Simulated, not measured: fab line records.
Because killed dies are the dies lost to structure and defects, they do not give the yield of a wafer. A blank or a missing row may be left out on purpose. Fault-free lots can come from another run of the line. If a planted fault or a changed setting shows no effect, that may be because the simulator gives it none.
Which of the tools did it? :: flow nand harc :: 42 wafers from 14 lots sampled at 4 of the route's 1159 steps

== WHAT THE GAUGES SHOWED, per wafer ==
The record holds no reading of a measuring or inspecting step that can be judged against a usual standard deviation.

== TOOL THAT RAN EACH LOT (tool first, then ch and the chambers of the sampled wafers, then the start) ==
lot: L323
NHARC_A_M0_ETCH_15: rie diel-11 ch 0,1,2, day 18 22:00 or earlier
NHARC_A_M0_CMP_23: cmp-02 ch 0,2,3, day 18 22:00
NHARC_A_M1_ETCH_15: rie diel-03 ch 0,1,3, day 19 00:07
NHARC_A_M1_ETCH_28: rie diel-03 ch 1,2,3, no start

lot: L321
NHARC_A_M0_ETCH_15: rie diel-02 ch 1,2,3, day 18 22:56 or earlier
NHARC_A_M0_CMP_23: cmp-04 ch 0,1,3, day 18 22:56
NHARC_A_M1_ETCH_15: rie diel-03 ch 0,1, day 19 01:14
NHARC_A_M1_ETCH_28: rie diel-10 ch 0,1, no start

lot: L324
NHARC_A_M0_ETCH_15: rie diel-07 ch 0,3, day 18 23:19 or earlier
NHARC_A_M0_CMP_23: cmp-01 ch 0,1,2, day 18 23:19
NHARC_A_M1_ETCH_15: rie diel-03 ch 1,2,3, day 19 01:33
NHARC_A_M1_ETCH_28: rie diel-12 ch 0,1,2, no start

lot: L335
NHARC_A_M0_ETCH_15: rie diel-07 ch 1,2, day 21 12:10 or earlier
NHARC_A_M0_CMP_23: cmp-01 ch 0,3, day 21 12:10
NHARC_A_M1_ETCH_15: rie diel-12 ch 2,3, day 21 14:17
NHARC_A_M1_ETCH_28: rie diel-10 ch 2,3, no start

lot: L333
NHARC_A_M0_ETCH_15: rie diel-07 ch 0,1,3, day 21 23:39 or earlier
NHARC_A_M0_CMP_23: cmp-02 ch 1,2, day 21 23:39
NHARC_A_M1_ETCH_15: rie diel-10 ch 0,2, day 22 01:52
NHARC_A_M1_ETCH_28: rie diel-12 ch 0,1,2, no start

lot: L338
NHARC_A_M0_ETCH_15: rie diel-11 ch 0,1, day 22 07:27 or earlier
NHARC_A_M0_CMP_23: cmp-02 ch 0,1, day 22 07:27
NHARC_A_M1_ETCH_15: rie diel-03 ch 1,2, day 22 09:41
NHARC_A_M1_ETCH_28: rie diel-12 ch 0,3, no start

lot: L332
NHARC_A_M0_ETCH_15: rie diel-11 ch 2,3, day 22 10:06 or earlier
NHARC_A_M0_CMP_23: cmp-02 ch 0,1,3, day 22 10:06
NHARC_A_M1_ETCH_15: rie diel-03 ch 0,2, day 22 12:23
NHARC_A_M1_ETCH_28: rie diel-10 ch 1,2,3, no start

lot: L336
NHARC_A_M0_ETCH_15: rie diel-07 ch 0,1,2, day 22 11:20 or earlier
NHARC_A_M0_CMP_23: cmp-02 ch 0,2,3, day 22 11:20
NHARC_A_M1_ETCH_15: rie diel-10 ch 0,1,2, day 22 13:47
NHARC_A_M1_ETCH_28: rie diel-12 ch 2,3, no start

lot: L337
NHARC_A_M0_ETCH_15: rie diel-07 ch 0,1,2, day 22 12:10 or earlier
NHARC_A_M0_CMP_23: cmp-01 ch 0,2, day 22 12:10
NHARC_A_M1_ETCH_15: rie diel-10 ch 0,1,2, day 22 15:18
NHARC_A_M1_ETCH_28: rie diel-12 ch 0,3, no start

lot: L340
NHARC_A_M0_ETCH_15: rie diel-07 ch 0,1,2, day 22 12:59 or earlier
NHARC_A_M0_CMP_23: cmp-01 ch 0,1,2, day 22 12:59
NHARC_A_M1_ETCH_15: rie diel-03 ch 0,1,2, day 22 15:34
NHARC_A_M1_ETCH_28: rie diel-03 ch 0,1,3, no start

lot: L339
NHARC_A_M0_ETCH_15: rie diel-02 ch 0,1,2, day 22 13:19 or earlier
NHARC_A_M0_CMP_23: cmp-02 ch 0,2,3, day 22 13:19
NHARC_A_M1_ETCH_15: rie diel-10 ch 0,1,2, day 22 15:51
NHARC_A_M1_ETCH_28: rie diel-12 ch 2,3, no start

lot: L341
NHARC_A_M0_ETCH_15: rie diel-02 ch 0,1,3, day 22 19:25 or earlier
NHARC_A_M0_CMP_23: cmp-04 ch 0,2, day 22 19:25
NHARC_A_M1_ETCH_15: rie diel-03 ch 1,3, day 22 21:31
NHARC_A_M1_ETCH_28: rie diel-12 ch 0,1,2, no start

lot: L342
NHARC_A_M0_ETCH_15: rie diel-02 ch 0,1,3, day 23 00:44 or earlier
NHARC_A_M0_CMP_23: cmp-02 ch 0,1,2, day 23 00:44
NHARC_A_M1_ETCH_15: rie diel-03 ch 0,1,3, day 23 02:58
NHARC_A_M1_ETCH_28: rie diel-03 ch 0,1,3, no start

lot: L343
NHARC_A_M0_ETCH_15: rie diel-02 ch 0,1, day 23 08:07 or earlier
NHARC_A_M0_CMP_23: cmp-04 ch 0,1, day 23 08:07
NHARC_A_M1_ETCH_15: rie diel-12 ch 1,2,3, day 23 10:16
NHARC_A_M1_ETCH_28: rie diel-03 ch 2,3, no start
- NHARC_A_M0_ETCH_15: etches the open film in C4F8/Ar, target depth 150 nm, overetch 15 nm, time 82.5 s.
- NHARC_A_M0_CMP_23: polishes, t overpolish 20 s, target thk 113.75 nm.
- NHARC_A_M1_ETCH_15: etches the open film in C4F8/Ar, target depth 182.5 nm, time 91.2 s.
- NHARC_A_M1_ETCH_28: etches the open film in CF4/N2, target depth 30 nm, time 72.99 s.

== WHAT THE TOOLS THEMSELVES READ (means of the sampled wafers that have a number; where no wafer has one, the mark that the record gives instead) ==
NHARC_A_M0_ETCH_15.
lot: L323
tool: rie diel-11
oes product au (a.u.): 0.948
rf vpp V (V): 439.1
run length s (s): 104.0

lot: L321
tool: rie diel-02
oes product au (a.u.): 0.959
rf vpp V (V): 440.1
run length s (s): 103.6

lot: L324
tool: rie diel-07
oes product au (a.u.): 0.965
rf vpp V (V): 442.7
run length s (s): 104.1

lot: L335
tool: rie diel-07
oes product au (a.u.): 0.946
rf vpp V (V): 440.9
run length s (s): 103.2

lot: L333
tool: rie diel-07
oes product au (a.u.): 0.915
rf vpp V (V): 443.6
run length s (s): 103.6

lot: L338
tool: rie diel-11
oes product au (a.u.): 0.961
rf vpp V (V): 440.8
run length s (s): 104.2

lot: L332
tool: rie diel-11
oes product au (a.u.): 0.929
rf vpp V (V): 440.9
run length s (s): 103.5

lot: L336
tool: rie diel-07
oes product au (a.u.): 0.919
rf vpp V (V): 440.9
run length s (s): 103.6

lot: L337
tool: rie diel-07
oes product au (a.u.): 0.943
rf vpp V (V): 441.3
run length s (s): 103.7

lot: L340
tool: rie diel-07
oes product au (a.u.): 0.959
rf vpp V (V): 440.4
run length s (s): 103.6

lot: L339
tool: rie diel-02
oes product au (a.u.): 0.971
rf vpp V (V): 438.1
run length s (s): 103.3

lot: L341
tool: rie diel-02
oes product au (a.u.): 0.966
rf vpp V (V): 438.2
run length s (s): 103.6

lot: L342
tool: rie diel-02
oes product au (a.u.): 0.973
rf vpp V (V): 439.0
run length s (s): 103.6

lot: L343
tool: rie diel-02
oes product au (a.u.): 0.973
rf vpp V (V): 440.1
run length s (s): 103.5

NHARC_A_M0_CMP_23.
lot: L323
tool: cmp-02
motor current A (A): 12.2
time to endpoint s (s): 30.3

lot: L321
tool: cmp-04
motor current A (A): 12.1
time to endpoint s (s): 28.6

lot: L324
tool: cmp-01
motor current A (A): 13.1
time to endpoint s (s): 27.9

lot: L335
tool: cmp-01
motor current A (A): 12.0
time to endpoint s (s): 27.7

lot: L333
tool: cmp-02
motor current A (A): 11.7
time to endpoint s (s): 30.7

lot: L338
tool: cmp-02
motor current A (A): 11.7
time to endpoint s (s): 29.9

lot: L332
tool: cmp-02
motor current A (A): 11.3
time to endpoint s (s): 30.0

lot: L336
tool: cmp-02
motor current A (A): 12.2
time to endpoint s (s): 29.3

lot: L337
tool: cmp-01
motor current A (A): 13.5
time to endpoint s (s): 29.7

lot: L340
tool: cmp-01
motor current A (A): 13.0
time to endpoint s (s): 28.5

lot: L339
tool: cmp-02
motor current A (A): 12.3
time to endpoint s (s): 31.0

lot: L341
tool: cmp-04
motor current A (A): 11.7
time to endpoint s (s): 28.9

lot: L342
tool: cmp-02
motor current A (A): 12.4
time to endpoint s (s): 28.8

lot: L343
tool: cmp-04
motor current A (A): 10.9
time to endpoint s (s): 29.2

NHARC_A_M1_ETCH_15.
lot: L323
tool: rie diel-03
oes product au (a.u.): 0.973
rf vpp V (V): 442.0
run length s (s): 112.6

lot: L321
tool: rie diel-03
oes product au (a.u.): 0.981
rf vpp V (V): 441.9
run length s (s): 99.8

lot: L324
tool: rie diel-03
oes product au (a.u.): 0.963
rf vpp V (V): 443.0
run length s (s): 99.6

lot: L335
tool: rie diel-12
oes product au (a.u.): 0.977
rf vpp V (V): 442.9
run length s (s): 112.3

lot: L333
tool: rie diel-10
oes product au (a.u.): 0.924
rf vpp V (V): 439.8
run length s (s): 112.2

lot: L338
tool: rie diel-03
oes product au (a.u.): 0.917
rf vpp V (V): 442.3
run length s (s): 112.0

lot: L332
tool: rie diel-03
oes product au (a.u.): 0.965
rf vpp V (V): 440.7
run length s (s): 112.8

lot: L336
tool: rie diel-10
oes product au (a.u.): 0.962
rf vpp V (V): 440.4
run length s (s): 112.2

lot: L337
tool: rie diel-10
oes product au (a.u.): 0.973
rf vpp V (V): 440.4
run length s (s): 112.3

lot: L340
tool: rie diel-03
oes product au (a.u.): 0.969
rf vpp V (V): 441.6
run length s (s): 112.3

lot: L339
tool: rie diel-10
oes product au (a.u.): 0.971
rf vpp V (V): 440.1
run length s (s): 112.5

lot: L341
tool: rie diel-03
oes product au (a.u.): 0.918
rf vpp V (V): 444.4
run length s (s): 112.5

lot: L342
tool: rie diel-03
oes product au (a.u.): 0.959
rf vpp V (V): 442.1
run length s (s): 112.4

lot: L343
tool: rie diel-12
oes product au (a.u.): 0.920
rf vpp V (V): 443.4
run length s (s): 112.3

NHARC_A_M1_ETCH_28.
lot: L323
tool: rie diel-03
cf4 flow sccm (sccm): 50.01
drypump motor current A (A): 5.4
oes product au (a.u.): 0.997
rf vpp V (V): 315.6
run length s (s): 94.1
showerhead plenum p Torr (Torr): 2.73
throttle valve pct (%): 19.784

lot: L321
tool: rie diel-10
cf4 flow sccm (sccm): 50.06
drypump motor current A (A): 5.6
oes product au (a.u.): 1.010
rf vpp V (V): 315.6
run length s (s): 94.0
showerhead plenum p Torr (Torr): 2.67
throttle valve pct (%): 19.801

lot: L324
tool: rie diel-12
cf4 flow sccm (sccm): 49.89
drypump motor current A (A): 5.6
oes product au (a.u.): 1.000
rf vpp V (V): 316.1
run length s (s): 94.3
showerhead plenum p Torr (Torr): 2.75
throttle valve pct (%): 19.794

lot: L335
tool: rie diel-10
cf4 flow sccm (sccm): 49.93
drypump motor current A (A): 5.4
oes product au (a.u.): 0.999
rf vpp V (V): 313.8
run length s (s): 94.0
showerhead plenum p Torr (Torr): 2.56
throttle valve pct (%): 19.794

lot: L333
tool: rie diel-12
cf4 flow sccm (sccm): 50.11
drypump motor current A (A): 5.6
oes product au (a.u.): 0.992
rf vpp V (V): 316.5
run length s (s): 94.1
showerhead plenum p Torr (Torr): 2.75
throttle valve pct (%): 19.807

lot: L338
tool: rie diel-12
cf4 flow sccm (sccm): 49.98
drypump motor current A (A): 5.1
oes product au (a.u.): 1.007
rf vpp V (V): 316.2
run length s (s): 94.3
showerhead plenum p Torr (Torr): 2.74
throttle valve pct (%): 19.796

lot: L332
tool: rie diel-10
cf4 flow sccm (sccm): 50.05
drypump motor current A (A): 5.5
oes product au (a.u.): 1.009
rf vpp V (V): 313.3
run length s (s): 93.9
showerhead plenum p Torr (Torr): 2.61
throttle valve pct (%): 19.800

lot: L336
tool: rie diel-12
cf4 flow sccm (sccm): 49.83
drypump motor current A (A): 5.5
oes product au (a.u.): 1.007
rf vpp V (V): 316.1
run length s (s): 94.4
showerhead plenum p Torr (Torr): 2.73
throttle valve pct (%): 19.794

lot: L337
tool: rie diel-12
cf4 flow sccm (sccm): 50.00
drypump motor current A (A): 5.4
oes product au (a.u.): 0.998
rf vpp V (V): 317.1
run length s (s): 94.6
showerhead plenum p Torr (Torr): 2.77
throttle valve pct (%): 19.801

lot: L340
tool: rie diel-03
cf4 flow sccm (sccm): 50.09
drypump motor current A (A): 5.3
oes product au (a.u.): 0.994
rf vpp V (V): 314.0
run length s (s): 94.3
showerhead plenum p Torr (Torr): 2.67
throttle valve pct (%): 19.800

lot: L339
tool: rie diel-12
cf4 flow sccm (sccm): 50.11
drypump motor current A (A): 5.5
oes product au (a.u.): 0.997
rf vpp V (V): 315.6
run length s (s): 94.2
showerhead plenum p Torr (Torr): 2.73
throttle valve pct (%): 19.788

lot: L341
tool: rie diel-12
cf4 flow sccm (sccm): 50.03
drypump motor current A (A): 5.6
oes product au (a.u.): 0.991
rf vpp V (V): 316.9
run length s (s): 94.2
showerhead plenum p Torr (Torr): 2.75
throttle valve pct (%): 19.798

lot: L342
tool: rie diel-03
cf4 flow sccm (sccm): 50.08
drypump motor current A (A): 5.3
oes product au (a.u.): 0.998
rf vpp V (V): 314.0
run length s (s): 94.1
showerhead plenum p Torr (Torr): 2.67
throttle valve pct (%): 19.794

lot: L343
tool: rie diel-03
cf4 flow sccm (sccm): 50.02
drypump motor current A (A): 5.3
oes product au (a.u.): 0.991
rf vpp V (V): 317.0
run length s (s): 94.2
showerhead plenum p Torr (Torr): 2.74
throttle valve pct (%): 19.788

== THE ANSWER, worked out from the rows above alone ==
Rule: the lots themselves supply what counts as usual. The widest of any qualifying gaps counts: lots, ordered by their means at a reading, are off when they make up no more than a third of the lots, leave a main group of 4 or more, and stand apart from it by 3 or more times the standard deviation of that group's means. Not used: any main group whose means are identical at the precision the tables above print for the reading. Also off: a lot with no number at a reading for which 4 or more lots have one. Where the step has rows for the other lots, those lots are counted as sound. After the gauges, taken in route order, come the tools' own readings; for these a lot's mean is taken, as printed above. At the first step where some lot is off, the reading lying furthest off is the one used; lots without a number count as furthest.
Off: L321, L324 (NHARC_A_M1_ETCH_15, run length s). The main group: mean 112.4 s, standard deviation 0.2.
A tool fits if, at that step or a process step before it, it ran every lot that is off, and no sound lot after the first of them. With no start given for some of its lots, NHARC_A_M0_ETCH_15 uses the hours and lot order of NHARC_A_M0_CMP_23. Of those tried, none fits.

== WHAT WAS PUT IN BY THE SIMULATOR ==
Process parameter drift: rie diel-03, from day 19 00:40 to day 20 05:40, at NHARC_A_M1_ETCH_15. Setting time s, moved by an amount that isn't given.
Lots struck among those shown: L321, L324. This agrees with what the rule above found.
